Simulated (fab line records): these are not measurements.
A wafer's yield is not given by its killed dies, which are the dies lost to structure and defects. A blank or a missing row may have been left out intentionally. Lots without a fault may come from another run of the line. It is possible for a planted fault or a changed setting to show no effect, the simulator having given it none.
Struck lot and sound lot, side by side | flow nand-harc | 15 steps out of a route of 1159
Sound: the wafers L427.1, L427.3, L427.5. The struck wafers were L444.2, L444.5, L444.6. The cause is given at the end.
Order at every step that has rows: each side's tool, ch and its chambers, its first start. Under that, the readings that differ: sound wafers | struck wafers | difference of the means | sigmas: that difference in standard deviations of wafers without a fault.
alike: same words and numbers on both sides, and readings whose means sit less than 2 such deviations apart. not compared: any withheld reading, any reading some wafer has no value for, any bound like >300 that may hide the same value, and any number with overlapping values for which the record gives no deviation.
The two part at a step that has a row with sigmas, a row that says differs or no value, or rows on one side only. Numbers that don't overlap but have no deviation are shown without sigmas and don't part them. A reading missing from all wafers of one side parts the sides only when that side holds two or more wafers.

first, 8 steps without rows for these wafers: NHARC_P_ZERO_WELL_HMDS_04 (time 30 s); NHARC_P_ZERO_WELL_COAT_64 (time 65 s); NHARC_P_ZERO_WELL_COAT_05 (resist thk 600 nm); NHARC_P_ZERO_WELL_SOFTBAKE_06 (time 70 s); NHARC_P_ZERO_WELL_EBR_07; NHARC_P_ZERO_WELL_EXPOSE_08 (exposes mask P ZERO, target cd 500 nm); NHARC_P_ZERO_WELL_PEB_09 (peb time 80 s); NHARC_P_ZERO_WELL_DEVELOP_10 (time 50 s).
NHARC_P_ZERO_WELL_CD_MEAS_11 targets a cd of 500 nm.
  sound on cd-sem-01 ch 0, day 2 01:22; struck on cd-sem-01 ch 0, day 6 07:11
  alike: cd-nm
then, 1 step without rows for these wafers: NHARC_P_ZERO_WELL_HARDBAKE_12 (time 65 s).
NHARC_P_ZERO_WELL_DESCUM_13: chemistry O2, time 3 s.
  sound on rie-diel-05 ch 0,2,3, day 2 01:31; struck on rie-diel-05 ch 1,2, day 6 07:22
  alike: drypump-motor-current-A, oes-product-au, rf-vpp-V, showerhead-plenum-p-Torr, throttle-valve-pct
  not compared: rf-hours-counter-h
NHARC_P_ZERO_WELL_ETCH_65: etches the open film in N2/H2, target depth 80 nm, overetch 24 nm, time 87.88 s.
  sound on rie-diel-05 ch 0,1, day 2 01:36; struck on rie-diel-05 ch 1,2, day 6 07:28
  alike: drypump-motor-current-A, h2-flow-sccm, n2-flow-sccm, oes-product-au, rf-vpp-V, showerhead-plenum-p-Torr, throttle-valve-pct
  not compared: rf-hours-counter-h
NHARC_P_ZERO_WELL_ETCH_62: etches the open film in CHF3/Ar, target depth 13 nm, time 6.5 s.
  sound on rie-diel-05 ch 0,2, day 2 01:42; struck on rie-diel-05 ch 2,3, day 6 07:33
  reading               | sound             | struck            | difference | sigmas
  oes-product-au (a.u.) | 0.955 0.939 0.939 | 1.156 1.152 1.158 | +0.211     | +11
  alike: drypump-motor-current-A, rf-vpp-V, showerhead-plenum-p-Torr, throttle-valve-pct
  not compared: rf-hours-counter-h
NHARC_P_ZERO_WELL_ETCH_63: etches the open film in HBr/Cl2, target depth 120 nm, time 40.1 s.
  sound on rie-si-02 ch 0,1, day 2 01:47; struck on rie-si-05 ch 1,2, day 6 07:38
  alike: drypump-motor-current-A, mfc-cl2-sccm, oes-product-au, throttle-valve-pct
  not compared: rf-hours-counter-h
next, for these wafers, 1 step has no rows: NHARC_END_SORT_01.

WHERE THEY PART
Only at NHARC_P_ZERO_WELL_ETCH_62, as far as this record shows. Later steps at which nothing parts them and some readings are alike: NHARC_P_ZERO_WELL_ETCH_63.

WHY: whatever the simulator had introduced
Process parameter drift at NHARC_P_ZERO_WELL_ETCH_62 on rie-diel-05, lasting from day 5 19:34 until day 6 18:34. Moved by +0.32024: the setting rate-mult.
